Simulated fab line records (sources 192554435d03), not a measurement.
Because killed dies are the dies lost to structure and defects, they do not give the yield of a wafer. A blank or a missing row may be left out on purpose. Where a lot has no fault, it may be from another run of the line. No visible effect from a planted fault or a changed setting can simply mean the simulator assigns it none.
Chamber matching	flow n5_finfet	rie_diel-03 running N5_BEOL_M8_DESCUM_16: 4 sister chambers
The step chemistry O2, time 7.9 s. 20 wafers are shown with their chamber, then 10 later ones without.

## WAFERS, EACH WITH ITS CHAMBER
wafer	chamber	showerhead_plenum_p_Torr (Torr)	oes_product_au (a.u.)	throttle_valve_pct (%)
L083.1	1	2.08	0.74	20.21
L083.2	3	2.16	0.91	20.24
L083.4	0	2.20	0.77	20.25
L086.2	0	2.20	0.78	20.24
L086.3	1	2.08	0.74	20.20
L086.4	2	2.07	0.74	20.29
L088.1	3	2.16	0.91	20.26
L088.2	1	2.08	0.73	20.20
L088.3	0	2.20	0.77	20.24
L088.4	2	2.07	0.74	20.28
L088.5	0	2.19	0.77	20.25
L088.6	1	2.08	0.73	20.21
L091.1	1	2.08	0.72	20.21
L091.2	0	2.19	0.76	20.26
L091.3	2	2.07	0.73	20.28
L091.4	3	2.16	0.88	20.27
L091.5	3	2.16	0.87	20.26
L091.6	2	2.07	0.73	20.28
L094.2	0	2.19	0.76	20.26
L094.5	0	2.19	0.77	20.26

SIGNATURES (averages over the wafers above)
reading	chamber 0	chamber 1	chamber 2	chamber 3	scatter within a chamber
showerhead_plenum_p_Torr	2.1943	2.0800	2.0700	2.1600	0.00327
oes_product_au	0.7686	0.7320	0.7350	0.8925	0.011
throttle_valve_pct	20.2514	20.2060	20.2825	20.2575	0.0085
Rule: for each reading, subtract the chamber's mean from the wafer's reading, divide by that reading's scatter and square the result; add these up over the readings and take the root, which gives the wafer's distance from the chamber. The wafer belongs to the nearest chamber; if the next one is less than 2 further off, it can't be placed. The scatter is the square root of a quotient: the sum, over the shown wafers, of each reading's squared deviation from its chamber's mean, divided by wafers minus chambers.

## WAFERS WITHOUT THEIR CHAMBER
wafer	showerhead_plenum_p_Torr (Torr)	oes_product_au (a.u.)	throttle_valve_pct (%)
L094.6	2.16	0.88	20.27
L092.1	2.16	0.88	20.29
L092.2	2.08	0.72	20.24
L092.5	2.08	0.72	20.24
L096.1	2.07	0.72	20.24
L096.2	2.19	0.76	20.28
L096.3	2.15	0.86	20.29
L097.1	2.07	0.71	20.26
L097.4	2.15	0.85	20.27
L097.5	2.07	0.70	20.26

## EACH ONE'S CHAMBER
wafer	from the rows above	in truth
L094.6	3	3
L092.1	3	3
L092.2	can't be placed: 1 or 2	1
L092.5	can't be placed: 1 or 2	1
L096.1	can't be placed: 1 or 2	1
L096.2	0	0
L096.3	3	3
L097.1	2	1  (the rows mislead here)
L097.4	3	3
L097.5	2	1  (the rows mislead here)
Correct placement for 5 of the 10. From these rows, 3 cannot be placed; in 3 the true chamber is one of the candidates. Number placed wrongly: 2.
